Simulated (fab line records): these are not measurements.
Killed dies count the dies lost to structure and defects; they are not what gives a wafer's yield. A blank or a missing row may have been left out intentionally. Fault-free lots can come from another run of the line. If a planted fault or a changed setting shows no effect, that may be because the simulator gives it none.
Struck lot and sound lot, side by side || flow n5Finfet || 33 steps out of a route of 1938
Sound: wafers L890.1, L890.4, L890.6. Struck: wafer L879.4 (L879.2, L879.5, from the same lot, were not struck and are left out); the cause is given at the end.
Each step with rows lists, per side, the tool, then ch with its chambers, then its first start. Under that, the readings that differ: sound wafers || struck wafers || difference of the means || sigmas: that difference in standard deviations of wafers without a fault.
alike: readings whose means differ by less than 2 such deviations, and words and numbers that are the same on both sides. not compared: withheld readings, readings that some wafer has no value for, bounds like >300 that may hide the same value, and numbers for which the record gives no deviation and whose values overlap.
Wherever a step has rows on one side only, a row that says differs or no value, or a row with sigmas, the two part there. Numbers that have no deviation but don't overlap get no sigmas and don't part them. A reading missing from all wafers of one side parts the sides only when that side holds two or more wafers.

first, 9 steps without rows for these wafers: N5_BEOL_M5_PEB_09 (peb time 60 s); N5_BEOL_M5_DEVELOP_10 (develop time 30 s); N5_BEOL_M5_DESCUM_16 (chemistry O2, time 7 s); N5_BEOL_M5_ETCH_72 (etches underlayer in N2/H2, target depth 6.5 nm, time 5.2 s); N5_BEOL_M5_ETCH_61 (etches SiARC in CF4, target depth 15.6 nm, time 26 s); N5_BEOL_M5_ETCH_62 (etches SOC in N2/H2, target depth 75 nm, overetch 15 nm, time 112.5 s); N5_BEOL_M5_STRIP_63 (strips in N2/H2); N5_BEOL_M5_STRIP_73 (strips in N2/H2); N5_BEOL_M5_STRIP_64 (strips in CF4).
N5_BEOL_M5_HM_OPEN_17: chemistry Cl2/BCl3, target TiN, target depth 20 nm, overetch 6 nm.
  sound on rieMetal-03 ch 0,1, day 11 21:34; struck on rieMetal-02 ch 1, day 9 06:10
{"reading": "drypumpMotorCurrentA (A)", "sound": "6.05 6.05 6.26", "struck": 5.50, "difference": -0.62, "sigmas": -3}
{"reading": "model.SOC_of_BEOL_M5_COAT_59.thkNm (nm)", "sound": "51.8 51.8 52.2", "struck": 47.2, "difference": -4.7, "sigmas": ""}
{"reading": "model.BEOL_M5.cdNm (nm)", "sound": "28 28 27.8", "struck": 28.4, "difference": "+0.5", "sigmas": ""}
  alike: oesProductAu, throttleValvePct
  not compared: rfHoursCounterH
then, 20 steps without rows for these wafers: N5_BEOL_M5_STRIP_19 (strips in O2); N5_BEOL_M5_COAT_65 (time 60 s, resist thk 60 nm); N5_BEOL_M5_COAT_66 (time 60 s, resist thk 12 nm); N5_BEOL_M5_COAT_74 (time 60 s, resist thk 5 nm); N5_BEOL_M5_COAT_22 (resist thk 30 nm); N5_BEOL_M5_EBR_24; N5_BEOL_M5_SOFTBAKE_23 (time 60 s); N5_BEOL_M5_EXPOSE_25 (exposes mask V4, defocus 10 nm); N5_BEOL_M5_PEB_26 (peb time 60 s); N5_BEOL_M5_DEVELOP_27 (develop time 30 s); N5_BEOL_M5_DESCUM_33 (chemistry O2, time 7 s); N5_BEOL_M5_ETCH_75 (etches underlayer in N2/H2, target depth 6.5 nm, time 5.2 s); N5_BEOL_M5_ETCH_67 (etches SiARC in CF4, target depth 15.6 nm, time 26 s); N5_BEOL_M5_ETCH_68 (etches SOC in N2/H2, target depth 80 nm, overetch 16 nm, time 120 s); N5_BEOL_M5_STRIP_69 (strips in N2/H2); N5_BEOL_M5_STRIP_76 (strips in N2/H2); N5_BEOL_M5_VIA_ETCH_34 (etches SiCOH lowk in C4F6/O2, target depth 88.3 nm, time 39.2 s); N5_BEOL_M5_STRIP_85 (strips in C4F6/O2); N5_BEOL_M5_STRIP_36 (strips in N2/H2); N5_BEOL_M5_TRENCH_ETCH_37 (etches SiCOH lowk in C4F6/O2, target depth 71.652 nm, time 24.7 s).
N5_BEOL_M5_ETCH_41: etches SiCN in CH3F/O2, target depth 31.5 nm, time 56.7 s.
  sound: rieDiel-01 ch 2,3; struck: rieDiel-01 ch 2
{"reading": "model.BEOL_M5.cdNm (nm)", "sound": "27.8 28 27.8", "struck": 28.6, "difference": "+0.7", "sigmas": ""}
  alike: CH3F_flow_sccm, drypumpMotorCurrentA, oesProductAu, rfVppV, showerheadPlenumPTorr, throttleValvePct
  not compared: rfHoursCounterH
then, 2 steps without rows for these wafers: N5_BEOL_M5_STRIP_91 (strips in N2/H2, time 10 s); N5_PASSIVATION_PROBE_49.

== WHERE THEY PART ==
Only at N5_BEOL_M5_HM_OPEN_17, within this record. Later steps at which nothing parts them and some readings are alike: N5_BEOL_M5_ETCH_41.

WHY: what had been put in by the simulator
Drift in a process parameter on rieMetal-02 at N5_BEOL_M5_HM_OPEN_17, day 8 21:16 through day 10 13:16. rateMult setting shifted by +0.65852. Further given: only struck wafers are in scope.
